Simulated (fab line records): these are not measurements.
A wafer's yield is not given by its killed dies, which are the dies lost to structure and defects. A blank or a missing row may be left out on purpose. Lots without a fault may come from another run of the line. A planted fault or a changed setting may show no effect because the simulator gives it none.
8D (eight disciplines) problem report, filled in by code    flow n5-finfet    the parts of the form that need people (team, actions taken, sign-off) are left out

1. WHAT IS WRONG
A mean of 206.2 nm is read at N5_BEOL_M10_OCD_MEAS_38 for trench-depth-nm, taken on 1 wafer of 1 lot, against 148.2 nm (standard deviation 2.3) on wafers free of any fault. Measured from the usual mean, that is +25 standard deviations.
The first sign was on wafer L757.5 at day 12 23:19, on ocd-02. The record holds 21 wafers of 7 lots with a number at this step. Rule for "out" (also "out of limits"): further than 4 standard deviations from the usual mean. The rest of the wafers with a number are treated as sound.

2. WHAT THIS IS AND IS NOT
question                     is                 is not
which readings at this step  trench-depth-nm    -
which lots                   L757               L751, L754, L755, L758, L760, L769
which wafers of those lots   L757.5             L757.2, L757.4
read on which gauges         ocd-02             ocd-01
when                         from day 12 23:19  up to then (11 sound wafers); but 9 sound wafers of L758, L760, L769 came after

3. SUSPECTS, AND WHAT RULES EACH OUT
Counting: any tool at a process step up to the reading remains a suspect provided it ran every lot that is out. Sound lots after the first of them don't rule it out here, since some wafers of a struck lot are sound.
- the gauge at N5_BEOL_M10_OCD_MEAS_38: ruled out. All the wafers that are out were read on ocd-02, but those of them that N5_BEOL_M10_THK_MEAS_53 has rows for are out there too, on other tools.
- rie-diel-03 at N5_BEOL_M10_DESCUM_33 (chemistry O2, time 7.9 s): kept. It ran the lot that is out, L757 (day 12 22:49); its last sound lot up to then is L754 (day 12 18:05).
- rie-diel-03 at N5_BEOL_M10_TRENCH_ETCH_37 (etches SiCOH lowk in C4F6/O2, target depth 148.83 nm, time 48 s): kept. It ran the lot that is out, L757 (day 12 23:08); its last sound lot up to then is L754 (day 12 18:23).
Left after counting: rie-diel-03 at N5_BEOL_M10_DESCUM_33, rie-diel-03 at N5_BEOL_M10_TRENCH_ETCH_37.

4. THE CAUSE (what the simulator had put in)
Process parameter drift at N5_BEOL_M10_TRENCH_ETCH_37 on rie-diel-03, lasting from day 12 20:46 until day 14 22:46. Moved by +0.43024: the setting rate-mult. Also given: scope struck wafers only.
Counting left 2 suspects, and this tool is among them.

5. SEQUENCE OF EFFECTS, ordered by route
One row per reading whose mean, taken over the struck wafers that have a number, lies over 3 standard deviations from the usual. Only readings whose record carries a usual standard deviation are examined. hours: median over the lots of the time between each lot's start at the first step of this table that gives one and its start at this step. sigmas: the change, counted in usual standard deviations.
hours  step                     reading            usual          on struck wafers  change   sigmas
0      N5_BEOL_M10_OCD_MEAS_38  trench-depth-nm    148.2 nm       206.2             +58.0    +25
3      N5_BEOL_M10_THK_MEAS_53  M10_THK            142.8 nm       206.3             +63.5    +24
3      N5_BEOL_M10_RS_MEAS_57   M10_RS             0.1512 ohm/sq  0.1028            -0.0484  -16
41     N5_BEOL_M15_RC_MEAS_101  SERP_M10           3.08 ohm/um    2.13              -0.95    -12
41     N5_BEOL_M15_RC_MEAS_101  SERP_M10_max_site  3.17 ohm/um    2.18              -0.99    -14

6. HOW IT WOULD HAVE BEEN CAUGHT EARLIER
3 hours passed between the start of the fault at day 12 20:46 and the first reading out of limits at a measuring or inspecting step in this record, taken at day 12 23:19.
Of the tool readings at N5_BEOL_M10_TRENCH_ETCH_37 for which the record gives a usual standard deviation, none was out on any struck wafer, so an alarm limit of 4 standard deviations on them would not have fired.
By day 12 23:19, every lot that is out (1) had started N5_BEOL_M10_TRENCH_ETCH_37 on rie-diel-03. A hold on the tool at that time would have spared none of them.
